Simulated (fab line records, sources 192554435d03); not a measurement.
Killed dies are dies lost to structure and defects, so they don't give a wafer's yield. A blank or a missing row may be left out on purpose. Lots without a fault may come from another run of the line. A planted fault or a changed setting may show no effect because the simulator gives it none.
Chamber matching | flow n5_finfet | N5_BEOL_M5_ETCH_68 on rie_diel-02: 4 sister chambers
The step etches SOC in N2/H2, target depth 80 nm, overetch 16 nm, time 120 s. 16 wafers are shown with their chamber, then 8 later ones without.

WAFERS WITH THEIR CHAMBER
wafer  | chamber | showerhead_plenum_p_Torr (Torr) | throttle_valve_pct (%) | oes_product_au (a.u.)
L079.1 | 3       | 2.45                            | 18.12                  | 0.61
L079.3 | 0       | 2.55                            | 18.12                  | 0.56
L079.4 | 1       | 2.63                            | 17.88                  | 0.54
L082.1 | 3       | 2.45                            | 18.13                  | 0.59
L082.2 | 1       | 2.63                            | 17.91                  | 0.54
L082.4 | 2       | 2.51                            | 17.94                  | 0.53
L084.4 | 3       | 2.45                            | 18.13                  | 0.59
L084.5 | 1       | 2.63                            | 17.91                  | 0.53
L084.6 | 2       | 2.51                            | 17.93                  | 0.52
L090.1 | 1       | 2.63                            | 17.93                  | 0.53
L090.2 | 2       | 2.51                            | 17.95                  | 0.52
L090.4 | 3       | 2.44                            | 18.15                  | 0.59
L087.2 | 3       | 2.44                            | 18.14                  | 0.58
L087.3 | 0       | 2.54                            | 18.18                  | 0.55
L087.4 | 1       | 2.62                            | 17.92                  | 0.54
L089.2 | 0       | 2.53                            | 18.15                  | 0.55

SIGNATURES (means of the wafers above)
reading                  | chamber 0 | chamber 1 | chamber 2 | chamber 3 | scatter within a chamber
showerhead_plenum_p_Torr | 2.5400    | 2.6280    | 2.5100    | 2.4460    | 0.00577
throttle_valve_pct       | 18.1500   | 17.9100   | 17.9400   | 18.1340   | 0.0181
oes_product_au           | 0.5533    | 0.5360    | 0.5233    | 0.5920    | 0.00782
Rule: a wafer's distance from a chamber is the root of the sum, over the readings, of the square of ((its reading less the chamber's mean) divided by the reading's scatter). The wafer belongs to the nearest chamber; if the next one is less than 2 further off, it can't be placed. The scatter: the root of (the sum of the squares of (reading less its chamber's mean) over the shown wafers, divided by (wafers less chambers)).

WAFERS WITHOUT THEIR CHAMBER
wafer  | showerhead_plenum_p_Torr (Torr) | throttle_valve_pct (%) | oes_product_au (a.u.)
L089.4 | 2.44                            | 18.14                  | 0.58
L089.5 | 2.53                            | 18.18                  | 0.55
L094.2 | 2.50                            | 17.59                  | 0.74
L094.3 | 2.53                            | 18.19                  | 0.54
L094.4 | 2.44                            | 18.19                  | 0.58
L097.2 | 2.43                            | 18.18                  | 0.58
L097.4 | 2.53                            | 18.18                  | 0.54
L097.6 | 2.62                            | 17.94                  | 0.52

WHICH CHAMBER EACH WENT THROUGH
wafer  | from the rows above | in truth
L089.4 | 3                   | 3
L089.5 | 0                   | 0
L094.2 | 2                   | 2
L094.3 | 0                   | 0
L094.4 | 3                   | 3
L097.2 | 3                   | 3
L097.4 | 0                   | 0
L097.6 | 1                   | 1
Placed correctly: 8 of 8. Can't be placed from these rows: 0. Placed wrongly: 0.
